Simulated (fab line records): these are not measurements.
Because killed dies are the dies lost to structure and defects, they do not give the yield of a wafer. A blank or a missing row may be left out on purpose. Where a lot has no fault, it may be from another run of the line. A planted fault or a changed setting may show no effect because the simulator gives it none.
Which of the tools did it? || flow n5 finfet || 10 lots with 28 wafers sampled at 5 steps, on a route of 1938 steps

## WHAT THE GAUGES READ, wafer by wafer
N5_BEOL_M4_RC_MEAS_101.
{"lot": "L384", "measured": "day 9 00:01", "on": "prober-02", "DIBL_N (mV/V)": "35.3 31.4 32.5"}
{"lot": "L386", "measured": "day 9 03:31", "on": "prober-02", "DIBL_N (mV/V)": "37.0 34.6 35.8"}
{"lot": "L387", "measured": "day 9 14:43", "on": "prober-02", "DIBL_N (mV/V)": "39.7 37.9 37.7"}
{"lot": "L389", "measured": "day 9 22:32", "on": "prober-02", "DIBL_N (mV/V)": "34.1 35.3 35.2"}
{"lot": "L395", "measured": "day 11 12:26", "on": "prober-02", "DIBL_N (mV/V)": "37.0 34.1 35.9"}
{"lot": "L396", "measured": "day 11 23:55", "on": "prober-01", "DIBL_N (mV/V)": "35.3 39.3 34.5"}
{"lot": "L398", "measured": "day 12 15:20", "on": "prober-02", "DIBL_N (mV/V)": "37.7 36.5 33.0"}
{"lot": "L399", "measured": "day 12 20:33", "on": "prober-02", "DIBL_N (mV/V)": "40.0 42.3"}
{"lot": "L400", "measured": "day 12 20:45", "on": "prober-01", "DIBL_N (mV/V)": "36.2 37.4"}
{"lot": "L404", "measured": "day 13 18:54", "on": "prober-02", "DIBL_N (mV/V)": "37.6 35.1 38.3"}

## TOOL THAT RAN EACH LOT (tool first, then ch and the chambers of the sampled wafers, then the start)
{"lot": "L384", "N5_GATE_CUT_ETCHBACK_00": "rie metal-02 ch 0,1, day 5 01:29", "N5_GATE_CUT_VAPOR_ETCH_60": "rie metal-02 ch 0,1, day 5 01:43", "N5_GATE_CUT_STRIP_59": "rie diel-03 ch 0,2,3, day 5 01:53", "N5_GATE_CUT_HM_DEP_46": "pecvd-01 ch 0,1,2, day 5 05:25"}
{"lot": "L386", "N5_GATE_CUT_ETCHBACK_00": "rie metal-01 ch 0,1, day 5 14:56", "N5_GATE_CUT_VAPOR_ETCH_60": "rie metal-01 ch 0,1, day 5 15:11", "N5_GATE_CUT_STRIP_59": "rie diel-02 ch 1,2,3, day 5 15:25", "N5_GATE_CUT_HM_DEP_46": "pecvd-04 ch 1,2, day 5 18:14"}
{"lot": "L387", "N5_GATE_CUT_ETCHBACK_00": "rie metal-01 ch 0,1, day 5 22:29", "N5_GATE_CUT_VAPOR_ETCH_60": "rie metal-01 ch 0,1, day 5 22:42", "N5_GATE_CUT_STRIP_59": "rie diel-03 ch 0,1,3, day 5 22:50", "N5_GATE_CUT_HM_DEP_46": "pecvd-01 ch 0,1,2, day 6 01:56"}
{"lot": "L389", "N5_GATE_CUT_ETCHBACK_00": "rie metal-02 ch 0,1, day 6 05:17", "N5_GATE_CUT_VAPOR_ETCH_60": "rie metal-02 ch 0,1, day 6 05:31", "N5_GATE_CUT_STRIP_59": "rie diel-06 ch 0,1,2, day 6 05:40", "N5_GATE_CUT_HM_DEP_46": "pecvd-04 ch 0,1,2, day 6 08:29"}
{"lot": "L395", "N5_GATE_CUT_ETCHBACK_00": "rie metal-01 ch 0,1, day 7 21:18", "N5_GATE_CUT_VAPOR_ETCH_60": "rie metal-01 ch 0,1, day 7 21:32", "N5_GATE_CUT_STRIP_59": "rie diel-03 ch 2,3, day 7 21:41", "N5_GATE_CUT_HM_DEP_46": "pecvd-03 ch 0,1,2, day 8 00:31"}
{"lot": "L396", "N5_GATE_CUT_ETCHBACK_00": "rie metal-01 ch 1, day 8 10:22", "N5_GATE_CUT_VAPOR_ETCH_60": "rie metal-01 ch 1, day 8 10:36", "N5_GATE_CUT_STRIP_59": "rie diel-06 ch 0,1, day 8 10:45", "N5_GATE_CUT_HM_DEP_46": "pecvd-03 ch 0,2, day 8 13:34"}
{"lot": "L398", "N5_GATE_CUT_ETCHBACK_00": "rie metal-01 ch 1, day 8 20:49", "N5_GATE_CUT_VAPOR_ETCH_60": "rie metal-01 ch 1, day 8 21:03", "N5_GATE_CUT_STRIP_59": "rie diel-03 ch 2,3, day 8 21:17", "N5_GATE_CUT_HM_DEP_46": "pecvd-04 ch 0,1, day 9 00:07"}
{"lot": "L399", "N5_GATE_CUT_ETCHBACK_00": "rie metal-01 ch 1, day 9 01:26", "N5_GATE_CUT_VAPOR_ETCH_60": "rie metal-01 ch 1, day 9 01:41", "N5_GATE_CUT_STRIP_59": "rie diel-06 ch 1,2, day 9 01:50", "N5_GATE_CUT_HM_DEP_46": "pecvd-01 ch 0,2, day 9 04:38"}
{"lot": "L400", "N5_GATE_CUT_ETCHBACK_00": "rie metal-01 ch 0,1, day 9 04:05", "N5_GATE_CUT_VAPOR_ETCH_60": "rie metal-01 ch 0,1, day 9 04:19", "N5_GATE_CUT_STRIP_59": "rie diel-02 ch 0,3, day 9 04:28", "N5_GATE_CUT_HM_DEP_46": "pecvd-03 ch 1,2, day 9 07:17"}
{"lot": "L404", "N5_GATE_CUT_ETCHBACK_00": "rie metal-02 ch 0,1, day 10 03:35", "N5_GATE_CUT_VAPOR_ETCH_60": "rie metal-02 ch 0,1, day 10 03:47", "N5_GATE_CUT_STRIP_59": "rie diel-02 ch 0,2,3, day 10 03:56", "N5_GATE_CUT_HM_DEP_46": "pecvd-04 ch 0,2, day 10 06:44"}
- N5_GATE_CUT_ETCHBACK_00: etches W in SF6/Cl2.
- N5_GATE_CUT_VAPOR_ETCH_60: etches HfO2 in BCl3/Cl2.
- N5_GATE_CUT_STRIP_59: strips in N2/H2, time 20 s.
- N5_GATE_CUT_HM_DEP_46: deposits SiO2 from TEOS/O2, target thk 130 nm, time 26.6 s.

## THE ANSWER, worked out from the rows above alone
Rule: what is usual is taken from the lots themselves. Put in order of their means at a reading, lots are off if they are a third of the lots or fewer, leave a main group of 4 or more, and stand apart from it by a gap of 3 or more times the standard deviation of the main group's means; of several such gaps the widest counts. Not used: any main group whose means are identical at the precision the tables above print for the reading. A lot without any number at a reading at which 4 lots or more have one is off too. Where the step has rows for the other lots, those lots are counted as sound.
Across all readings shown, no lot is off: no conclusion can be drawn from this.

## WHAT HAD BEEN PUT IN BY THE SIMULATOR
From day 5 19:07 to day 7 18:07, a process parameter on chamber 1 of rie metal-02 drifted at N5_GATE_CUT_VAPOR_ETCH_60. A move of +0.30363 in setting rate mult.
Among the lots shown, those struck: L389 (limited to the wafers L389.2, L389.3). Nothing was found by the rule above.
